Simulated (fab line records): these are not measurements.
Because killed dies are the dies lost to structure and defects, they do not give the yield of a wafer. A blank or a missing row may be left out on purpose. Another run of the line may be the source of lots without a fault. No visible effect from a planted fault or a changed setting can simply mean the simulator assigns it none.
2 desks looking at one fault -- flow nand harc -- what lay behind the numbers comes last; until then each desk has only its own

## THE DEFECT DESK
Lot by lot, what the route's inspections counted, given as the mean of those sampled wafers with a number. A lot is out of limits, marked OUT, if its mean lies more than 4 standard deviations from the usual mean; the brackets give that distance.
Columns: A = raw defect count at NHARC_A_CHANNEL_HOLE_D1_INSPECT_40, usual 57
lot,first seen here,A
L620,day 8 21:35,46
L619,day 8 23:40,51
L621,day 9 01:44,33
L624,day 9 16:50,42
L622,day 9 20:25,50
L625,day 10 00:48,102
L626,day 10 11:32,66
L627,day 10 18:40,50
L631,day 11 15:54,42
L638,day 13 10:08,319 (+14) OUT
L639,day 14 07:03,316 (+14) OUT
Finding of this desk: L638, L639 out of limits; the first was L638 at day 13 10:08, on raw defect count at NHARC_A_CHANNEL_HOLE_D1_INSPECT_40. L620, L619, L621, L624, L622, L625, L626, L627, L631: within limits.

## FOR THE TOOL OWNER'S DESK: har etch-02
The tool's own readings at NHARC_A_CHANNEL_HOLE_D1_ETCH_23 (etches the open film in C4F8/O2/Ar, time 819 s, target depth 1600 nm): means of the sampled wafers that have a number, for each lot that ran on this tool. A lot is out of limits, marked OUT, if its mean lies more than 4 standard deviations from the usual mean; the brackets give that distance.
Columns: A = drypump motor current A at NHARC_A_CHANNEL_HOLE_D1_ETCH_23, usual 5.9 A; B = showerhead plenum p Torr at NHARC_A_CHANNEL_HOLE_D1_ETCH_23, usual 3.76 Torr; C = temp c at NHARC_A_CHANNEL_HOLE_D1_ETCH_23, usual -20.01 C; D = throttle valve pct at NHARC_A_CHANNEL_HOLE_D1_ETCH_23, usual 32.156 %
lot,first seen here,A,B,C,D
L620,day 8 17:19,6.2,3.71,-20.04,32.146
L621,day 8 21:36,6.4,3.75,-20.00,32.158
L624,day 9 12:25,6.2,3.70,-20.02,32.148
L627,day 10 14:22,6.2,3.70,-20.06,32.156
L631,day 11 11:49,6.2,3.69,-20.04,32.158
L638,day 13 05:50,6.4,3.73,-20.01,32.155
L639,day 14 03:00,6.4,3.72,-19.97,32.151
This desk's finding: nothing out of limits on any of the 7 lots.

## ALL TOGETHER
The defect desk could have raised an alarm at day 13 10:08, on L638, L639.
Nothing out of limits was seen by the tool owner's desk.
The tool owner's desk has L638, L639 on record, within its limits.
The lots listed all ran NHARC_A_CHANNEL_HOLE_D1_ETCH_23 on har etch-02.

## WHAT THE SIMULATOR HAD INSERTED
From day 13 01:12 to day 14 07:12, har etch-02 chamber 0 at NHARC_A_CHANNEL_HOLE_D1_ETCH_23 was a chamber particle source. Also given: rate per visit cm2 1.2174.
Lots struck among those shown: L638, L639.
Hours from the fault's start to each desk's first reading out of limits: the defect desk, 9.
